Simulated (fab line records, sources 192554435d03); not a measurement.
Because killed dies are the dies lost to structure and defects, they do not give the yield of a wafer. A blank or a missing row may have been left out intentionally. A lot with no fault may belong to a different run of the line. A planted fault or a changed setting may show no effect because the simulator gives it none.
A lot that was struck, set against a sound lot ; flow n5_finfet ; 31 steps out of a route of 1938
Sound: these wafers, L158.2, L158.3, L158.4. Wafers L166.1, L166.3, L166.5 were the ones struck. The cause comes at the end.
At each step with rows: each side's tool, then ch and its chambers, then its first start. Under that, the readings that differ: sound wafers ; struck wafers ; difference of the means ; sigmas: that difference in standard deviations of wafers without a fault.
alike: words and numbers the same on both sides, and readings whose means are apart by under 2 such deviations; not compared: readings that were withheld, readings missing a value for some wafer, numbers with overlapping values and no deviation given by the record, and bounds like >300 which may hide the same value.
Wherever a step has rows on one side only, a row that says differs or no value, or a row with sigmas, the two part there. Numbers that have no deviation but don't overlap get no sigmas and don't part them. A reading that every wafer of one side lacks parts them only if that side has two wafers or more.

first, 10 steps without rows for these wafers: N5_STI_FIN_REVEAL_SRD_28 (time 30 s); N5_DUMMY_GATE_PRECLEAN_00 (cleans in O3/DIW, time 60 s); N5_DUMMY_GATE_SRD_01 (time 30 s); N5_DUMMY_GATE_ALD_02 (deposits SiO2, target thk 2 nm, pulse time 1 s); N5_DUMMY_GATE_CVD_03 (deposits a-Si from SiH4, target thk 150 nm, time 8042 s); N5_DUMMY_GATE_PRECLEAN_46 (cleans in DIW, time 89.5 s); N5_DUMMY_GATE_SRD_47 (dry time 32 s); N5_DUMMY_GATE_CMP_04 (polishes a-Si); N5_DUMMY_GATE_HM_DEP_06 (deposits SiNx from DCS/NH3, target thk 80 nm, time 5141 s); N5_DUMMY_GATE_PECVD_30 (deposits SiO2 from TEOS/O2, target thk 55 nm, time 10.8 s).
N5_DUMMY_GATE_COAT_34: time 60 s, resist thk 60 nm.
  sound on litho_track-03 ch 0, day 3 21:56; struck on litho_track-03 ch 0, day 5 23:44
reading;sound;struck;difference;sigmas
spin_speed_rpm (rpm);1499.0 1498.8 1498.5;1546.8 1547.6 1545.3;+47.8;+43
model.SOC_of_DUMMY_GATE_COAT_34.thk_nm (nm);59.8 60 59.8;59.2 59 59;-0.8;
  alike: exhaust_pa
then, 11 steps without rows for these wafers: N5_DUMMY_GATE_COAT_35 (time 60 s, resist thk 10 nm); N5_DUMMY_GATE_COAT_28 (time 60 s, resist thk 10 nm); N5_DUMMY_GATE_COAT_09 (resist thk 30 nm); N5_DUMMY_GATE_EBR_11; N5_DUMMY_GATE_SOFTBAKE_10 (time 60 s); N5_DUMMY_GATE_EXPOSE_12 (exposes mask GATE, target cd 25 nm); N5_DUMMY_GATE_PEB_13 (peb time 60 s); N5_DUMMY_GATE_DEVELOP_14 (develop time 30 s); N5_DUMMY_GATE_DESCUM_20 (chemistry O2, time 6.2 s); N5_DUMMY_GATE_ETCH_29 (etches underlayer in N2/H2, target depth 13 nm); N5_DUMMY_GATE_ETCH_36 (etches SiARC in CF4, target depth 13 nm).
N5_DUMMY_GATE_ETCH_37: etches SOC in N2/H2, target depth 60 nm, overetch 30 nm.
  sound on rie_diel-04 ch 0,1, day 3 22:50; struck on rie_diel-01 ch 0,3, day 6 00:27
reading;sound;struck;difference;sigmas
model.etch.depth_nm (nm);59.77 59.98 59.74;59.14 59.08 58.99;-0.76;
  alike: drypump_motor_current_A, n2_flow_sccm, oes_product_au, rf_fwd_power_W, rf_vpp_V, showerhead_plenum_p_Torr, temp_c, throttle_valve_pct
  not compared: rf_hours_counter_h
then, 4 steps without rows for these wafers: N5_DUMMY_GATE_STRIP_38 (strips in N2/H2); N5_DUMMY_GATE_STRIP_39 (strips in N2/H2); N5_DUMMY_GATE_TRIM_49 (chemistry O2, time 29 s, target cd 14 nm); N5_DUMMY_GATE_STRIP_40 (strips in CF4).
N5_DUMMY_GATE_ETCH_31: etches SiO2 in C4F6/O2, target depth 82.5 nm, time 27.5 s.
  sound on rie_diel-04 ch 0,2, day 3 23:16; struck on rie_diel-01 ch 0,3, day 6 00:44
reading;sound;struck;difference;sigmas
model.SOC_of_DUMMY_GATE_COAT_34.thk_nm (nm);51.4 51.8 51.4;51.2 51 51;-0.5;
  alike: drypump_motor_current_A, oes_product_au, rf_fwd_power_W, rf_vpp_V, showerhead_plenum_p_Torr, throttle_valve_pct
  not compared: rf_hours_counter_h
then, 1 step without rows for these wafers: N5_DUMMY_GATE_STRIP_41 (strips in O2).
-- here the record skips 6 days between the struck wafers' starts before and after, leaving off in module DUMMY_GATE and picking up in module BEOL_M4 (first step shown: number 1111 of the route) --
N5_BEOL_M4_RC_MEAS_101:
  sound on prober-02 ch 0, day 11 03:17; struck on prober-02 ch 0, day 12 05:09
reading;sound;struck;difference;sigmas
DIBL_N (mV/V);32.6 34.8 34.6;37.6 35.6 36.2;+2.5;+2
  alike: DIBL_P, IOFF_N, IOFF_P, ION_N, ION_P, SS_N, SS_P, VT_N, VT_P
-- here the record skips 5 days between the struck wafers' starts before and after, leaving off in module BEOL_M4 and picking up in module PASSIVATION (first step shown: number 1936 of the route) --
N5_PASSIVATION_PROBE_49:
  record: rows for the struck wafers here (prober-01, day 16 22:46), none for the sound ones

WHERE THEY PART
First at N5_DUMMY_GATE_COAT_34; last, within this record, at N5_PASSIVATION_PROBE_49.

WHY: the cause the simulator had injected
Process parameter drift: litho_track-03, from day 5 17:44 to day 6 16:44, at N5_DUMMY_GATE_COAT_34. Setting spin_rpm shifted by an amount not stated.
